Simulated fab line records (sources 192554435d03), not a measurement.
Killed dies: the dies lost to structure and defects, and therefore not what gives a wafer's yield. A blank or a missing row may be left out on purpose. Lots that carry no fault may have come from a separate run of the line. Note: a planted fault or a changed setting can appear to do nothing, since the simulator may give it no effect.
Which tool did it? + flow n5 finfet + 72 wafers from 24 lots sampled at 5 of the route's 1938 steps

WHAT EACH GAUGE READ, for each wafer
N5_BEOL_M14_CD_MEAS_17: target cd 250 nm. Usual: 248.8 nm for cd nm, sd 2.9.
| lot  | measured     | on        | cd nm (nm)        | flag |
|------|--------------|-----------|-------------------|------|
| L074 | day 10 14:55 | cd sem-01 | 251.5 249.7 253.3 |      |
| L075 | day 11 01:57 | cd sem-02 | 246.7 248.2 248.7 |      |
| L077 | day 11 07:00 | cd sem-01 | 248.6 249.6 249.0 |      |
| L078 | day 11 18:58 | cd sem-01 | 252.0 246.9 248.5 |      |
| L076 | day 11 19:29 | cd sem-01 | 254.4 254.0 252.1 |      |
| L080 | day 12 00:35 | cd sem-01 | 247.1 247.1 248.9 |      |
| L079 | day 12 07:47 | cd sem-02 | 247.7 246.8 248.1 |      |
| L082 | day 12 22:53 | cd sem-02 | 250.3 246.1 247.6 |      |
| L081 | day 13 00:02 | cd sem-03 | 245.0 243.8 246.9 |      |
| L083 | day 13 07:14 | cd sem-02 | 246.5 243.0 247.2 |      |
| L084 | day 13 07:35 | cd sem-01 | 248.7 246.7 249.6 |      |
| L086 | day 13 14:09 | cd sem-02 | 253.2 253.8 253.9 |      |
| L085 | day 13 17:33 | cd sem-03 | 245.9 242.9 245.8 |      |
| L089 | day 14 06:06 | cd sem-01 | 249.9 249.9 251.7 |      |
| L087 | day 14 07:17 | cd sem-01 | 251.7 248.0 249.3 |      |
| L088 | day 14 18:24 | cd sem-01 | 248.3 246.1 248.5 |      |
| L091 | day 15 02:11 | cd sem-03 | 242.4 246.5 247.3 |      |
| L090 | day 15 04:44 | cd sem-01 | 250.1 249.6 247.9 |      |
| L092 | day 15 16:37 | cd sem-01 | 247.1 247.3 246.9 |      |
| L094 | day 15 23:02 | cd sem-01 | 247.0 246.7 248.3 |      |
| L093 | day 16 01:13 | cd sem-01 | 246.2 244.7 244.4 |      |
| L095 | day 16 13:55 | cd sem-03 | 249.4 250.7 249.4 |      |
| L096 | day 16 19:26 | cd sem-01 | 253.6 252.1 253.5 |      |
| L097 | day 16 22:36 | cd sem-01 | 252.0 252.0 252.4 |      |

N5_BEOL_M15_CD_MEAS_10: target cd 360 nm. Usual: 362.5 nm for cd nm, sd 2.3.
| lot  | measured     | on        | cd nm (nm)        | flag |
|------|--------------|-----------|-------------------|------|
| L074 | day 10 20:22 | cd sem-03 | 360.9 362.0 363.3 |      |
| L075 | day 11 09:16 | cd sem-01 | 364.2 364.5 364.4 |      |
| L077 | day 11 11:07 | cd sem-02 | 363.6 364.0 363.2 |      |
| L078 | day 11 23:39 | cd sem-02 | 363.8 360.3 361.7 |      |
| L076 | day 12 00:05 | cd sem-01 | 360.8 360.6 359.6 |      |
| L080 | day 12 05:20 | cd sem-02 | 364.2 363.9 364.3 |      |
| L079 | day 12 12:14 | cd sem-01 | 367.5 362.5 364.0 |      |
| L082 | day 13 07:19 | cd sem-03 | 367.5 363.8 362.3 |      |
| L081 | day 13 07:41 | cd sem-02 | 361.8 358.5 359.9 |      |
| L083 | day 13 13:02 | cd sem-02 | 363.5 361.9 364.0 |      |
| L084 | day 13 13:52 | cd sem-03 | 363.6 368.4 363.2 |      |
| L086 | day 13 18:16 | cd sem-02 | 359.5 359.6 358.0 |      |
| L085 | day 13 20:56 | cd sem-02 | 362.6 362.8 360.0 |      |
| L089 | day 14 11:47 | cd sem-01 | 360.7 362.9 365.5 |      |
| L087 | day 14 12:24 | cd sem-01 | 360.6 360.5 360.6 |      |
| L088 | day 14 22:55 | cd sem-03 | 361.1 359.9 359.1 |      |
| L091 | day 15 05:59 | cd sem-03 | 362.7 363.1 363.4 |      |
| L090 | day 15 10:02 | cd sem-01 | 368.0 361.3 364.3 |      |
| L092 | day 16 00:29 | cd sem-03 | 362.1 361.4 363.3 |      |
| L094 | day 16 04:45 | cd sem-01 | 362.3 361.1 359.0 |      |
| L093 | day 16 05:13 | cd sem-01 | 360.2 359.5 362.7 |      |
| L095 | day 16 19:18 | cd sem-03 | 364.3 365.2 363.6 |      |
| L096 | day 16 23:46 | cd sem-01 | 364.4 363.1 363.0 |      |
| L097 | day 17 03:07 | cd sem-02 | 360.4 359.1 361.6 |      |

TOOL THAT RAN EACH LOT (tool first, then ch and the chambers of the sampled wafers, then the start)
| lot  | N5_BEOL_M14_ETCH_38                           | N5_BEOL_M14_SPUTTER_45       | N5_BEOL_M15_ILD_DEP_00          |
|------|-----------------------------------------------|------------------------------|---------------------------------|
| L074 | rie diel-05 ch 0,2,3, day 10 18:10 or earlier | pvd sputter-02, day 10 18:10 | pecvd-03 ch 1,2, day 10 19:41   |
| L075 | rie diel-04 ch 0,1,2, day 11 07:35 or earlier | pvd sputter-01, day 11 07:35 | pecvd-04 ch 0,1, day 11 08:43   |
| L077 | rie diel-04 ch 0,1,3, day 11 08:52 or earlier | pvd sputter-01, day 11 08:52 | pecvd-02 ch 1,2, day 11 10:34   |
| L078 | rie diel-05 ch 0,2,3, day 11 21:53 or earlier | pvd sputter-02, day 11 21:53 | pecvd-04 ch 0,1, day 11 22:58   |
| L076 | rie diel-04 ch 0,3, day 11 22:19 or earlier   | pvd sputter-03, day 11 22:19 | pecvd-02 ch 0,1,2, day 11 23:31 |
| L080 | rie diel-05 ch 0,2,3, day 12 03:11 or earlier | pvd sputter-01, day 12 03:11 | pecvd-04 ch 0,1,2, day 12 04:47 |
| L079 | rie diel-05 ch 0,2,3, day 12 10:07 or earlier | pvd sputter-03, day 12 10:07 | pecvd-02 ch 0,2, day 12 11:33   |
| L082 | rie diel-04 ch 0,1, day 13 05:32 or earlier   | pvd sputter-03, day 13 05:32 | pecvd-03 ch 1,2, day 13 06:38   |
| L081 | rie diel-04 ch 0,1,3, day 13 06:02 or earlier | pvd sputter-01, day 13 06:02 | pecvd-03 ch 0,2, day 13 07:08   |
| L083 | rie diel-05 ch 0,1,2, day 13 11:07 or earlier | pvd sputter-01, day 13 11:07 | pecvd-03 ch 0,1,2, day 13 12:22 |
| L084 | rie diel-04 ch 1,2, day 13 11:53 or earlier   | pvd sputter-03, day 13 11:53 | pecvd-04 ch 0,2, day 13 13:11   |
| L086 | rie diel-05 ch 1,3, day 13 16:28 or earlier   | pvd sputter-02, day 13 16:28 | pecvd-04 ch 0,1, day 13 17:37   |
| L085 | rie diel-04 ch 0,1,2, day 13 19:17 or earlier | pvd sputter-02, day 13 19:17 | pecvd-02 ch 0,1, day 13 20:22   |
| L089 | rie diel-01 ch 0,2,3, day 14 10:08 or earlier | pvd sputter-03, day 14 10:08 | pecvd-04 ch 0,1,2, day 14 11:14 |
| L087 | rie diel-04 ch 0,1,3, day 14 10:25 or earlier | pvd sputter-01, day 14 10:25 | pecvd-03 ch 1,2, day 14 11:46   |
| L088 | rie diel-01 ch 0,2,3, day 14 20:29 or earlier | pvd sputter-02, day 14 20:29 | pecvd-04 ch 0,1, day 14 22:14   |
| L091 | rie diel-04 ch 0,1,3, day 15 04:07 or earlier | pvd sputter-03, day 15 04:07 | pecvd-03 ch 0,1,2, day 15 05:25 |
| L090 | rie diel-04 ch 0,1,2, day 15 08:14 or earlier | pvd sputter-02, day 15 08:14 | pecvd-02 ch 0,1,2, day 15 09:22 |
| L092 | rie diel-01 ch 1,2, day 15 22:07 or earlier   | pvd sputter-01, day 15 22:07 | pecvd-02 ch 1,2, day 15 23:48   |
| L094 | rie diel-05 ch 1,2, day 16 02:25 or earlier   | pvd sputter-03, day 16 02:25 | pecvd-04 ch 0,2, day 16 04:04   |
| L093 | rie diel-01 ch 0,1, day 16 03:01 or earlier   | pvd sputter-03, day 16 03:01 | pecvd-03 ch 1,2, day 16 04:40   |
| L095 | rie diel-05 ch 0,1,2, day 16 17:32 or earlier | pvd sputter-02, day 16 17:32 | pecvd-03 ch 0,1,2, day 16 18:37 |
| L096 | rie diel-05 ch 0,2, day 16 22:05 or earlier   | pvd sputter-03, day 16 22:05 | pecvd-03 ch 0,1,2, day 16 23:13 |
| L097 | rie diel-05 ch 0,1,3, day 17 01:20 or earlier | pvd sputter-02, day 17 01:20 | pecvd-03 ch 0,2, day 17 02:26   |
- N5_BEOL_M14_ETCH_38: etches SiCN in CF4/N2, target depth 106.5 nm, time 120.6 s.
- N5_BEOL_M14_SPUTTER_45: material Cu, target thk 100 nm, time 16.67 s.
- N5_BEOL_M15_ILD_DEP_00: deposits SiO2 from TEOS/O2, target thk 1629.3 nm, time 346.1 s.

WHAT THE TOOLS THEMSELVES READ (means of the sampled wafers that have a number; where no wafer has one, the mark that the record gives instead)
N5_BEOL_M14_ETCH_38. Usual: drypump motor current A 5.4 A, standard deviation 0.52; mfc ar sccm 100.01 sccm, standard deviation 0.29; oes product au 0.81 a.u., standard deviation 0.093; rf vpp V 381.8 V, standard deviation 2.1; showerhead plenum p Torr 2.19 Torr, standard deviation 0.076; throttle valve pct 15.33 %, standard deviation 0.25.
| lot  | tool        | drypump motor current A (A) | mfc ar sccm (sccm) | oes product au (a.u.) | rf vpp V (V) | showerhead plenum p Torr (Torr) | throttle valve pct (%) | flag |
|------|-------------|-----------------------------|--------------------|-----------------------|--------------|---------------------------------|------------------------|------|
| L074 | rie diel-05 | 5.4                         | 99.79              | 0.81                  | 380.8        | 2.16                            | 15.24                  |      |
| L075 | rie diel-04 | 5.4                         | 99.82              | 0.85                  | 382.2        | 2.20                            | 15.29                  |      |
| L077 | rie diel-04 | 5.2                         | 100.15             | 0.84                  | 383.0        | 2.26                            | 15.46                  |      |
| L078 | rie diel-05 | 5.4                         | 100.16             | 0.79                  | 381.9        | 2.16                            | 15.26                  |      |
| L076 | rie diel-04 | 5.0                         | 100.33             | 0.76                  | 384.0        | 2.24                            | 15.73                  |      |
| L080 | rie diel-05 | 5.3                         | 99.94              | 0.79                  | 380.7        | 2.15                            | 15.25                  |      |
| L079 | rie diel-05 | 5.3                         | 99.65              | 0.79                  | 381.9        | 2.15                            | 15.26                  |      |
| L082 | rie diel-04 | 5.4                         | 99.81              | 0.87                  | 384.0        | 2.27                            | 15.24                  |      |
| L081 | rie diel-04 | 5.2                         | 99.73              | 0.80                  | 383.7        | 2.25                            | 15.49                  |      |
| L083 | rie diel-05 | 5.9                         | 99.97              | 0.78                  | 380.8        | 2.16                            | 15.28                  |      |
| L084 | rie diel-04 | 5.3                         | 100.26             | 0.74                  | 382.4        | 2.17                            | 15.29                  |      |
| L086 | rie diel-05 | 5.9                         | 99.96              | 0.70                  | 380.0        | 2.11                            | 15.62                  |      |
| L085 | rie diel-04 | 5.3                         | 99.88              | 0.81                  | 381.9        | 2.19                            | 15.33                  |      |
| L089 | rie diel-01 | 5.3                         | 100.04             | 0.85                  | 380.6        | 2.15                            | 15.18                  |      |
| L087 | rie diel-04 | 5.2                         | 100.00             | 0.90                  | 382.8        | 2.25                            | 15.34                  |      |
| L088 | rie diel-01 | 5.4                         | 100.17             | 0.85                  | 380.4        | 2.15                            | 15.19                  |      |
| L091 | rie diel-04 | 5.2                         | 99.96              | 0.87                  | 383.7        | 2.25                            | 15.35                  |      |
| L090 | rie diel-04 | 5.4                         | 99.95              | 0.89                  | 383.9        | 2.28                            | 15.17                  |      |
| L092 | rie diel-01 | 5.2                         | 99.62              | 0.93                  | 382.6        | 2.21                            | 15.19                  |      |
| L094 | rie diel-05 | 5.6                         | 100.03             | 0.75                  | 381.2        | 2.18                            | 15.32                  |      |
| L093 | rie diel-01 | 4.8                         | 100.10             | 0.87                  | 381.9        | 2.18                            | 15.30                  |      |
| L095 | rie diel-05 | 5.8                         | 100.25             | 0.75                  | 380.6        | 2.15                            | 15.33                  |      |
| L096 | rie diel-05 | 5.7                         | 99.76              | 0.80                  | 381.0        | 2.16                            | 15.15                  |      |
| L097 | rie diel-05 | 5.8                         | 100.37             | 0.84                  | 382.2        | 2.20                            | 15.32                  |      |

N5_BEOL_M14_SPUTTER_45. Usual: chamber pressure pa 0.13001 Pa, standard deviation 0.00028; throttle valve pct 30.1 %, standard deviation 0.97.
| lot  | tool           | chamber pressure pa (Pa) | throttle valve pct (%) | flag |
|------|----------------|--------------------------|------------------------|------|
| L074 | pvd sputter-02 | 0.13013                  | 30.6                   |      |
| L075 | pvd sputter-01 | 0.13001                  | 30.8                   |      |
| L077 | pvd sputter-01 | 0.12992                  | 30.5                   |      |
| L078 | pvd sputter-02 | 0.13001                  | 30.6                   |      |
| L076 | pvd sputter-03 | 0.12990                  | 29.0                   |      |
| L080 | pvd sputter-01 | 0.13003                  | 31.2                   |      |
| L079 | pvd sputter-03 | 0.12997                  | 29.3                   |      |
| L082 | pvd sputter-03 | 0.13023                  | 29.0                   |      |
| L081 | pvd sputter-01 | 0.13000                  | 29.7                   |      |
| L083 | pvd sputter-01 | 0.12991                  | 29.9                   |      |
| L084 | pvd sputter-03 | 0.13003                  | 30.0                   |      |
| L086 | pvd sputter-02 | 0.12996                  | 30.8                   |      |
| L085 | pvd sputter-02 | 0.13018                  | 30.3                   |      |
| L089 | pvd sputter-03 | 0.13027                  | 29.2                   |      |
| L087 | pvd sputter-01 | 0.13013                  | 29.8                   |      |
| L088 | pvd sputter-02 | 0.13006                  | 30.0                   |      |
| L091 | pvd sputter-03 | 0.12986                  | 29.6                   |      |
| L090 | pvd sputter-02 | 0.12969                  | 30.7                   |      |
| L092 | pvd sputter-01 | 0.13025                  | 29.8                   |      |
| L094 | pvd sputter-03 | 0.12982                  | 29.3                   |      |
| L093 | pvd sputter-03 | 0.12993                  | 30.0                   |      |
| L095 | pvd sputter-02 | 0.12995                  | 30.7                   |      |
| L096 | pvd sputter-03 | 0.13005                  | 29.3                   |      |
| L097 | pvd sputter-02 | 0.13003                  | 30.5                   |      |

N5_BEOL_M15_ILD_DEP_00. Usual: heater power w 512 W, standard deviation 120; showerhead plenum p Torr 8.339 Torr, standard deviation 0.026; throttle valve pct 19.1 %, standard deviation 1.3.
| lot  | tool     | heater power w (W) | showerhead plenum p Torr (Torr) | throttle valve pct (%) | flag |
|------|----------|--------------------|---------------------------------|------------------------|------|
| L074 | pecvd-03 | 406                | 8.352                           | 18.7                   |      |
| L075 | pecvd-04 | 448                | 8.304                           | 18.3                   |      |
| L077 | pecvd-02 | 630                | 8.347                           | 19.3                   |      |
| L078 | pecvd-04 | 588                | 8.324                           | 18.0                   |      |
| L076 | pecvd-02 | 529                | 8.336                           | 19.9                   |      |
| L080 | pecvd-04 | 596                | 8.340                           | 18.3                   |      |
| L079 | pecvd-02 | 556                | 8.344                           | 20.0                   |      |
| L082 | pecvd-03 | 428                | 8.347                           | 19.0                   |      |
| L081 | pecvd-03 | 429                | 8.363                           | 18.2                   |      |
| L083 | pecvd-03 | 414                | 8.338                           | 19.2                   |      |
| L084 | pecvd-04 | 625                | 8.376                           | 17.5                   |      |
| L086 | pecvd-04 | 642                | 8.331                           | 18.0                   |      |
| L085 | pecvd-02 | 553                | 8.352                           | 20.6                   |      |
| L089 | pecvd-04 | 580                | 8.344                           | 18.1                   |      |
| L087 | pecvd-03 | 458                | 8.330                           | 19.9                   |      |
| L088 | pecvd-04 | 504                | 8.315                           | 18.5                   |      |
| L091 | pecvd-03 | 375                | 8.338                           | 19.4                   |      |
| L090 | pecvd-02 | 612                | 8.344                           | 20.0                   |      |
| L092 | pecvd-02 | 596                | 8.332                           | 19.3                   |      |
| L094 | pecvd-04 | 643                | 8.352                           | 17.6                   |      |
| L093 | pecvd-03 | 436                | 8.336                           | 20.0                   |      |
| L095 | pecvd-03 | 484                | 8.329                           | 19.4                   |      |
| L096 | pecvd-03 | 430                | 8.331                           | 19.3                   |      |
| L097 | pecvd-03 | 432                | 8.356                           | 18.4                   |      |

THE ANSWER, worked out from the rows above alone
Rule: a lot counts as off when the mean over its wafers that have a number is more than 3 standard deviations away from the usual mean. A lot without any number at a reading at which 4 lots or more have one is off too. All remaining lots with rows at the step are treated as sound. Order of review: gauges by route order, followed by the tools' own readings, for which a lot's mean as printed above is used. The first step at which some lot is off is used, and at that step the reading that is off furthest; a lot without a number counts as furthest.
No lot is off on any of the readings shown, so nothing can be concluded from this.

WHAT THE SIMULATOR PUT IN
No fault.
